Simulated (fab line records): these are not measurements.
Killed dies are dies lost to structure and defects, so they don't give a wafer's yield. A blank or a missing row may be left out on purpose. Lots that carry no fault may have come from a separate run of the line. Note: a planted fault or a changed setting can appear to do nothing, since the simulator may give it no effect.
Matching of chambers :: flow n5Finfet :: N5_BEOL_M5_PRE_CLEAN_77 on cvdCo-02: 3 sister chambers
The step time 15 s. 6 wafers are shown with their chamber, then 12 later ones without.

EACH WAFER AND ITS CHAMBER
wafer: L083.2
chamber: 0
heaterPowerW (W): 88
rfFwdPowerW (W): 297.1

wafer: L083.4
chamber: 0
heaterPowerW (W): 90
rfFwdPowerW (W): 296.3

wafer: L083.5
chamber: 2
heaterPowerW (W): 110
rfFwdPowerW (W): 297.1

wafer: L082.2
chamber: 1
heaterPowerW (W): 130
rfFwdPowerW (W): 295.2

wafer: L082.5
chamber: 1
heaterPowerW (W): 130
rfFwdPowerW (W): 295.1

wafer: L082.6
chamber: 2
heaterPowerW (W): 111
rfFwdPowerW (W): 297.2

WAFERS MISSING THEIR CHAMBER
wafer: L088.1
heaterPowerW (W): 134
rfFwdPowerW (W): 295.1

wafer: L088.2
heaterPowerW (W): 88
rfFwdPowerW (W): 296.3

wafer: L088.3
heaterPowerW (W): 117
rfFwdPowerW (W): 295.8

wafer: L088.4
heaterPowerW (W): 131
rfFwdPowerW (W): 295.6

wafer: L088.5
heaterPowerW (W): 90
rfFwdPowerW (W): 295.8

wafer: L088.6
heaterPowerW (W): 116
rfFwdPowerW (W): 297.3

wafer: L089.2
heaterPowerW (W): 88
rfFwdPowerW (W): 298.5

wafer: L089.4
heaterPowerW (W): 117
rfFwdPowerW (W): 297.1

wafer: L089.6
heaterPowerW (W): 135
rfFwdPowerW (W): 296.4

wafer: L091.1
heaterPowerW (W): 87
rfFwdPowerW (W): 297.5

wafer: L091.2
heaterPowerW (W): 115
rfFwdPowerW (W): 296.1

wafer: L091.4
heaterPowerW (W): 116
rfFwdPowerW (W): 299.4

EACH ONE'S CHAMBER
wafer: L088.1
from the rows above: 1
in truth: 1

wafer: L088.2
from the rows above: 0
in truth: 0

wafer: L088.3
from the rows above: 2
in truth: 2

wafer: L088.4
from the rows above: 1
in truth: 1

wafer: L088.5
from the rows above: 0
in truth: 0

wafer: L088.6
from the rows above: 2
in truth: 2

wafer: L089.2
from the rows above: 0
in truth: 0

wafer: L089.4
from the rows above: 2
in truth: 2

wafer: L089.6
from the rows above: 1
in truth: 1

wafer: L091.1
from the rows above: 0
in truth: 0

wafer: L091.2
from the rows above: 2
in truth: 2

wafer: L091.4
from the rows above: 2
in truth: 2
Placed correctly: 12 of 12. Number that these rows cannot place: 0. Placed wrongly: 0.
How it was worked out, from the rows above alone: a wafer's distance from a chamber is the root of the sum, over the readings, of the square of ((its reading less the chamber's mean) divided by the reading's scatter). The wafer belongs to the nearest chamber; if the next one is less than 2 further off, it can't be placed. For every chamber, the mean is computed from those of its wafers that are shown. How the scatter is found: for the shown wafers, subtract from each reading the mean of its chamber, square and add these, divide the total by (wafers less chambers), then take the root.
